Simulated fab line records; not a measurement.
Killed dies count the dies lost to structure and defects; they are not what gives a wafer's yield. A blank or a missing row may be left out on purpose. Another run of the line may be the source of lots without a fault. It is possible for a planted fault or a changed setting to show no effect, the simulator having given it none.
The tool behind it: which one? / flow nand harc / 36 wafers from 12 lots sampled at 2 of the route's 1159 steps

## WHAT EACH GAUGE READ, for each wafer
NHARC_P_M1_INSPECT_27.
lot=L075; measured=day 6 02:41; on=defect inspect-01; raw defect count=495 600 477
lot=L077; measured=day 7 00:13; on=defect inspect-02; raw defect count=490 361 375
lot=L078; measured=day 7 08:17; on=defect inspect-01; raw defect count=319 186 257
lot=L080; measured=day 7 22:24; on=defect inspect-01; raw defect count=179 152 311
lot=L083; measured=day 8 14:53; on=defect inspect-01; raw defect count=160 448 241
lot=L087; measured=day 10 01:24; on=defect inspect-02; raw defect count=307 401 309
lot=L085; measured=day 10 02:22; on=defect inspect-02; raw defect count=321 334 296
lot=L089; measured=day 10 06:32; on=defect inspect-02; raw defect count=161 204 144
lot=L092; measured=day 10 12:22; on=defect inspect-02; raw defect count=370 358 403
lot=L094; measured=day 10 19:34; on=defect inspect-02; raw defect count=248 495 281
lot=L095; measured=day 11 12:49; on=defect inspect-02; raw defect count=228 524 431
lot=L097; measured=day 11 22:33; on=defect inspect-01; raw defect count=202 277 287

## WHICH TOOL RAN EACH LOT (tool, then ch and the chambers of the sampled wafers, then the start)
lot=L075; NHARC_P_M1_ETCH_35=rie diel-08 ch 0,1,3, day 6 00:08
lot=L077; NHARC_P_M1_ETCH_35=rie diel-09 ch 2,3, day 6 21:13
lot=L078; NHARC_P_M1_ETCH_35=rie diel-09 ch 0,1, day 7 05:34
lot=L080; NHARC_P_M1_ETCH_35=rie diel-12 ch 1,2,3, day 7 19:55
lot=L083; NHARC_P_M1_ETCH_35=rie diel-12 ch 1,2, day 8 12:23
lot=L087; NHARC_P_M1_ETCH_35=rie diel-12 ch 0,1,2, day 9 22:55
lot=L085; NHARC_P_M1_ETCH_35=rie diel-12 ch 0,1,2, day 9 23:35
lot=L089; NHARC_P_M1_ETCH_35=rie diel-12 ch 0,1,2, day 10 03:59
lot=L092; NHARC_P_M1_ETCH_35=rie diel-09 ch 1,2,3, day 10 09:52
lot=L094; NHARC_P_M1_ETCH_35=rie diel-12 ch 0,1,2, day 10 16:57
lot=L095; NHARC_P_M1_ETCH_35=rie diel-08 ch 0,3, day 11 10:19
lot=L097; NHARC_P_M1_ETCH_35=rie diel-08 ch 0,2,3, day 11 20:02
- NHARC_P_M1_ETCH_35: etches the open film in N2/H2, target depth 40 nm, overetch 12 nm, time 43.94 s.

## THE ANSWER, worked out from the rows above alone
Rule: the usual values come from the lots themselves. The widest of any qualifying gaps counts: lots, ordered by their means at a reading, are off when they make up no more than a third of the lots, leave a main group of 4 or more, and stand apart from it by 3 or more times the standard deviation of that group's means. A main group whose means are all the same, to the digits that the tables above print for the reading, isn't used. A lot without any number at a reading at which 4 lots or more have one is off too. Where the step has rows for the other lots, those lots are counted as sound.
Nothing can be told from this: no lot is off at any reading shown.

## WHAT THE SIMULATOR PUT IN
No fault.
